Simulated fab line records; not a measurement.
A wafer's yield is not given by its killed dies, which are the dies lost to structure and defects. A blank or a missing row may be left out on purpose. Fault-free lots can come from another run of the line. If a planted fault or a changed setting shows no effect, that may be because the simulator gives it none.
One fault through the eyes of 2 desks	flow nand_harc	each desk has only its own numbers; what lay behind them comes last

METROLOGY DESK
What the gauges read, lot by lot, whatever tool the lot ran on: means of the sampled wafers that have a number. Marked OUT: a lot whose mean sits more than 4 standard deviations from the usual mean, which makes it out of limits; the brackets give that distance.
Columns: A = cd_nm at NHARC_A_M0_CD_MEAS_09, usual 80.1 nm
lot	first seen here	A
L787	day 23 10:18	80.0
L788	day 23 11:02	81.3
L790	day 23 22:48	80.1
L791	day 25 09:01	80.4
L794	day 25 20:26	79.7
L793	day 25 22:48	80.1
L798	day 27 05:43	80.2
L804	day 30 23:01	87.2 (+10) OUT
L806	day 31 05:18	78.9
L808	day 31 07:59	81.2
L805	day 33 12:05	83.8 (+5.4) OUT
This desk's finding: out of limits on L804, L805; first on L804, day 30 23:01 (cd_nm at NHARC_A_M0_CD_MEAS_09). In limits: L787, L788, L790, L791, L794, L793, L798, L806, L808.

AT THE TOOL OWNER'S DESK: arfi_scanner-01
The tool's own readings at NHARC_A_M0_EXPOSE_06 (exposes mask A M0, target cd 80 nm): means of the sampled wafers that have a number, for each lot that ran on this tool. Marked OUT: a lot whose mean sits more than 4 standard deviations from the usual mean, which makes it out of limits; the brackets give that distance.
Columns: A = exposure_dose_mJ_cm2 at NHARC_A_M0_EXPOSE_06, usual 83.26
lot	first seen here	A
L788	day 23 10:55	83.08
L791	day 25 08:53	83.33
L804	day 30 22:53	93.29 (+99 or more) OUT
L805	day 33 11:57	88.40 (+66) OUT
This desk's finding: out of limits on L804, L805; first on L804, day 30 22:53 (exposure_dose_mJ_cm2 at NHARC_A_M0_EXPOSE_06). In limits: L788, L791.

PUT TOGETHER
On L804, L805, at day 30 22:53, an alarm was possible from the tool owner's desk.
An alarm was possible from the metrology desk at day 30 23:01, on L804, L805.
NHARC_A_M0_EXPOSE_06 was run on arfi_scanner-01 by each of the lots named.

WHAT THE SIMULATOR PUT IN
Process parameters drifting: arfi_scanner-01 at NHARC_A_M0_EXPOSE_06, beginning at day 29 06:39. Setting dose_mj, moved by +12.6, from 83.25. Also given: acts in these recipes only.
Struck lots among those shown: L804, L805.
Fault start to first reading out of limits, in hours, per desk: tool owner, 40; metrology, 40.
